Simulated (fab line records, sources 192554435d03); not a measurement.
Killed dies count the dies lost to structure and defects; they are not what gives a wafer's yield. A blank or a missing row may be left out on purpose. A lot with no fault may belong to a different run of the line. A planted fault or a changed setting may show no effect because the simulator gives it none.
Which tool was responsible? -- flow n5_finfet -- 8 lots with 24 wafers sampled at 7 steps, on a route of 1938 steps

## WHAT THE GAUGES READ, wafer by wafer
N5_BEOL_M4_RC_MEAS_101. Usual: DIBL_N 36.4 mV/V, standard deviation 1.5; DIBL_P 36.6 mV/V, standard deviation 1.9; IOFF_N 0.155 nA/um, standard deviation 0.021; IOFF_P 0.211 nA/um, standard deviation 0.028; ION_N 671 uA/um, standard deviation 8.6; ION_P 462 uA/um, standard deviation 5.8; SS_N 71.5 mV/dec, standard deviation 0.5; SS_P 73.4 mV/dec, standard deviation 0.58; VT_N 250.1 mV, standard deviation 2.4; VT_P -250.1 mV, standard deviation 3.
lot,measured,on,DIBL_N (mV/V),DIBL_P (mV/V),IOFF_N (nA/um),IOFF_P (nA/um),ION_N (uA/um),ION_P (uA/um),SS_N (mV/dec),SS_P (mV/dec),VT_N (mV),VT_P (mV),flag
L206,day 8 10:45,prober-01,36.4 36.8 36.8,37.3 37.6 38.0,0.155 0.159 0.158,0.241 0.256 0.251,671 664 675,472 466 469,71.1 70.7 71.4,73.9 73.5 74.1,248.2 248.4 250.2,-247.0 -247.3 -246.1,
L207,day 8 18:28,prober-01,37.2 38.2 34.9,39.2 39.4 36.1,0.161 0.176 0.127,0.217 0.220 0.173,673 674 660,462 460 453,71.3 72.0 71.1,73.6 73.9 72.8,252.4 250.6 256.3,-251.4 -250.6 -252.3,
L210,day 9 15:51,prober-02,36.5 34.8 36.1,36.7 33.9 36.1,0.155 0.126 0.144,0.208 0.179 0.205,673 664 669,460 459 462,71.6 71.2 71.3,73.4 72.0 73.7,250.9 250.4 252.1,-250.0 -253.1 -252.4,
L216,day 10 20:49,prober-01,34.5 38.3 37.3,32.8 37.4 35.7,0.128 0.196 0.183,0.193 0.279 0.255,666 681 686,461 475 479,70.5 71.3 72.2,73.8 73.9 73.6,250.2 242.4 245.2,-249.4 -240.7 -242.6,
L217,day 11 04:31,prober-01,36.8 36.4 37.2,35.7 34.3 35.9,0.153 0.132 0.162,0.200 0.178 0.203,669 669 672,461 457 461,71.3 71.5 72.4,73.3 72.7 72.8,250.2 254.0 247.5,-250.9 -251.9 -250.6,
L219,day 11 13:08,prober-02,36.7 37.1 37.5,36.3 36.5 38.4,0.153 0.157 0.169,0.211 0.212 0.252,667 678 690,461 467 474,71.8 71.4 71.5,73.5 73.0 74.4,250.2 248.7 245.7,-251.3 -250.3 -248.6,
L220,day 12 09:46,prober-01,37.7 37.2 38.2,37.4 37.2 38.3,0.158 0.149 0.169,0.238 0.240 0.260,669 665 671,463 462 471,72.0 71.5 71.9,73.7 73.4 73.4,249.9 249.9 249.4,-249.9 -250.2 -246.3,
L223,day 12 16:26,prober-01,36.9 37.9 37.3,37.3 38.5 37.8,0.160 0.186 0.171,0.221 0.218 0.209,665 686 677,459 461 460,71.8 71.9 71.3,73.4 73.7 73.5,252.5 247.3 247.6,-247.9 -250.5 -250.5,

N5_BEOL_M11_CD_MEAS_18: pitch 140 nm, target cd 70 nm. Usual: 70.0 nm for cd_nm, sd 0.47.
lot,measured,on,cd_nm (nm),flag
L206,day 10 20:49,cd_sem-03,70.3 70.0 69.5,
L207,day 10 21:15,cd_sem-02,69.6 69.1 70.3,
L210,day 12 04:00,cd_sem-03,70.2 70.0 70.4,
L216,day 13 04:58,cd_sem-03,69.3 69.1 69.1,
L217,day 13 12:28,cd_sem-01,70.4 70.7 70.2,
L219,day 14 00:05,cd_sem-02,69.0 69.5 69.6,
L220,day 14 19:32,cd_sem-02,70.6 70.7 70.9,
L223,day 15 06:26,cd_sem-03,69.7 70.1 69.2,

N5_BEOL_M11_OCD_MEAS_38. Usual: 149.3 nm for trench_depth_nm, sd 2.1.
lot,measured,on,trench_depth_nm (nm),flag
L206,day 10 22:44,ocd-02,148.0 151.3 148.8,
L207,day 10 22:55,ocd-02,145.5 150.1 150.6,
L210,day 12 06:16,ocd-02,146.7 146.7 149.7,
L216,day 13 06:45,ocd-02,- - -,OFF
L217,day 13 14:19,ocd-01,144.5 152.5 144.3,
L219,day 14 02:07,ocd-01,- - -,OFF
L220,day 14 20:58,ocd-01,152.4 152.9 152.4,
L223,day 15 07:55,ocd-02,146.2 146.5 148.9,

N5_BEOL_M11_CD_MEAS_35 targets a cd of 70 nm. Usual: 69.9 nm for cd_nm, sd 0.47.
lot,measured,on,cd_nm (nm),flag
L206,day 10 22:53,cd_sem-03,69.8 69.8 69.7,
L207,day 10 23:04,cd_sem-02,69.7 69.0 70.0,
L210,day 12 06:25,cd_sem-01,70.0 70.1 70.3,
L216,day 13 06:54,cd_sem-01,- - -,OFF
L217,day 13 14:28,cd_sem-03,70.6 70.6 70.2,
L219,day 14 02:22,cd_sem-02,- - -,OFF
L220,day 14 21:08,cd_sem-02,70.6 70.4 71.2,
L223,day 15 08:06,cd_sem-01,69.8 69.6 68.8,

## WHICH TOOL RAN EACH LOT (tool, then ch and the chambers of the sampled wafers, then the start)
lot,N5_BEOL_M11_PECVD_70,N5_BEOL_M11_HM_DEP_02,N5_BEOL_M11_VIA_ETCH_34
L206,"pecvd-03 ch 0,1,2, day 10 18:07","pvd_sputter-03, day 10 19:47","rie_diel-02 ch 0,1,3, day 10 22:28"
L207,"pecvd-03 ch 0,1, day 10 19:34","pvd_sputter-01, day 10 20:20","rie_diel-03 ch 0,2,3, day 10 22:37"
L210,"pecvd-04 ch 0,2, day 12 01:25","pvd_sputter-01, day 12 03:03","rie_diel-03 ch 0,3, day 12 05:59"
L216,"pecvd-04 ch 1,2, day 13 03:22","pvd_sputter-01, day 13 03:55","rie_diel-03 ch 0,1, day 13 06:28"
L217,"pecvd-04 ch 0,1,2, day 13 10:33","pvd_sputter-03, day 13 11:23","rie_diel-05 ch 0,1, day 13 14:01"
L219,"pecvd-01 ch 0,1, day 13 21:29","pvd_sputter-01, day 13 22:47","rie_diel-02 ch 0,1, day 14 01:50"
L220,"pecvd-01 ch 0,1,2, day 14 18:12","pvd_sputter-02, day 14 18:38","rie_diel-05 ch 0,1,2, day 14 20:41"
L223,"pecvd-03 ch 1,2, day 15 03:02","pvd_sputter-02, day 15 05:23","rie_diel-02 ch 0,2,3, day 15 07:38"
- N5_BEOL_M11_PECVD_70: deposits SiO2 from TEOS/O2, target thk 20 nm, time 22.7 s.
- N5_BEOL_M11_HM_DEP_02: deposits TiN, target thk 20 nm.
- N5_BEOL_M11_VIA_ETCH_34: etches SiCOH lowk in C4F6/O2, target depth 184.5 nm, time 69.2 s.

## AS READ BY THE TOOLS THEMSELVES (means over the sampled wafers that have a number; for cases with no such wafer, the mark the record gives instead)
N5_BEOL_M11_PECVD_70. Usual: heater_power_w 767 W, standard deviation 120; showerhead_plenum_p_Torr 8.81 Torr, standard deviation 0.038; showerhead_vpp_V 1309 V, standard deviation 83; throttle_valve_pct 21.8 %, standard deviation 1.1.
lot,tool,heater_power_w (W),showerhead_plenum_p_Torr (Torr),showerhead_vpp_V (V),throttle_valve_pct (%),flag
L206,pecvd-03,835,8.81,1308,21.7,
L207,pecvd-03,941,8.78,1400,21.9,
L210,pecvd-04,631,8.80,1280,21.1,
L216,pecvd-04,704,8.79,1286,21.8,
L217,pecvd-04,689,8.80,1290,21.9,
L219,pecvd-01,653,8.84,1345,22.0,
L220,pecvd-01,681,8.84,1330,21.9,
L223,pecvd-03,891,8.82,1286,22.6,

N5_BEOL_M11_HM_DEP_02. Usual: substrate_temp_c 24.98 C, standard deviation 0.1; throttle_valve_pct 30.0 %, standard deviation 0.99.
lot,tool,substrate_temp_c (C),throttle_valve_pct (%),flag
L206,pvd_sputter-03,25.01,29.9,
L207,pvd_sputter-01,24.99,30.2,
L210,pvd_sputter-01,24.98,30.5,
L216,pvd_sputter-01,24.91,30.2,
L217,pvd_sputter-03,25.06,29.9,
L219,pvd_sputter-01,24.88,30.3,
L220,pvd_sputter-02,25.03,29.7,
L223,pvd_sputter-02,25.01,30.2,

N5_BEOL_M11_VIA_ETCH_34. Usual: drypump_motor_current_A 5.6 A, standard deviation 0.45; oes_product_au 0.80 a.u., standard deviation 0.093; rf_vpp_V 664 V, standard deviation 12; showerhead_plenum_p_Torr 2.86 Torr, standard deviation 0.086; throttle_valve_pct 20.85 %, standard deviation 0.22.
lot,tool,drypump_motor_current_A (A),oes_product_au (a.u.),rf_vpp_V (V),showerhead_plenum_p_Torr (Torr),throttle_valve_pct (%),flag
L206,rie_diel-02,5.7,0.82,677,2.94,20.64,
L207,rie_diel-03,5.2,0.81,657,2.86,20.85,
L210,rie_diel-03,5.4,0.72,659,2.83,20.91,
L216,rie_diel-03,5.5,0.29,656,2.85,20.64,OFF
L217,rie_diel-05,5.5,0.77,660,2.87,20.86,
L219,rie_diel-02,5.7,0.32,676,2.95,20.33,OFF
L220,rie_diel-05,5.9,0.95,670,2.91,20.77,
L223,rie_diel-02,5.6,0.77,668,2.91,20.82,

## THE ANSWER, worked out from the rows above alone
Rule: a lot is off if the mean of its wafers that have a number lies more than 3 standard deviations from the usual mean. Also off: a lot with no number at a reading for which 4 or more lots have one. The other lots that the step has rows for count as sound. Order of review: gauges by route order, followed by the tools' own readings, for which a lot's mean as printed above is used. At the first step where some lot is off, the reading lying furthest off is the one used; lots without a number count as furthest.
Off, at N5_BEOL_M11_OCD_MEAS_38 on trench_depth_nm: L216, L219. Without a number there: L216, L219.
A tool fits if, at a process step before that reading, it ran every lot that is off, and no sound lot after the first of them. The gauges at N5_BEOL_M11_OCD_MEAS_38 aren't tried: what is off there is off at N5_BEOL_M11_CD_MEAS_35 too, on other tools, and a gauge's error can't cause that. One fits: N5_BEOL_M11_HM_DEP_02 on pvd_sputter-01. A fault onset in the window from L210 (day 12 03:03, its last sound lot) to L216 (day 13 03:55, its first lot off) fits.

## WHAT THE SIMULATOR HAD INSERTED
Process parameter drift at N5_BEOL_M11_HM_DEP_02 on pvd_sputter-01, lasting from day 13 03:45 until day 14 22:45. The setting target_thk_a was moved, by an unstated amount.
Shown lots that were struck: L216, L219. The rule above reached the same finding.
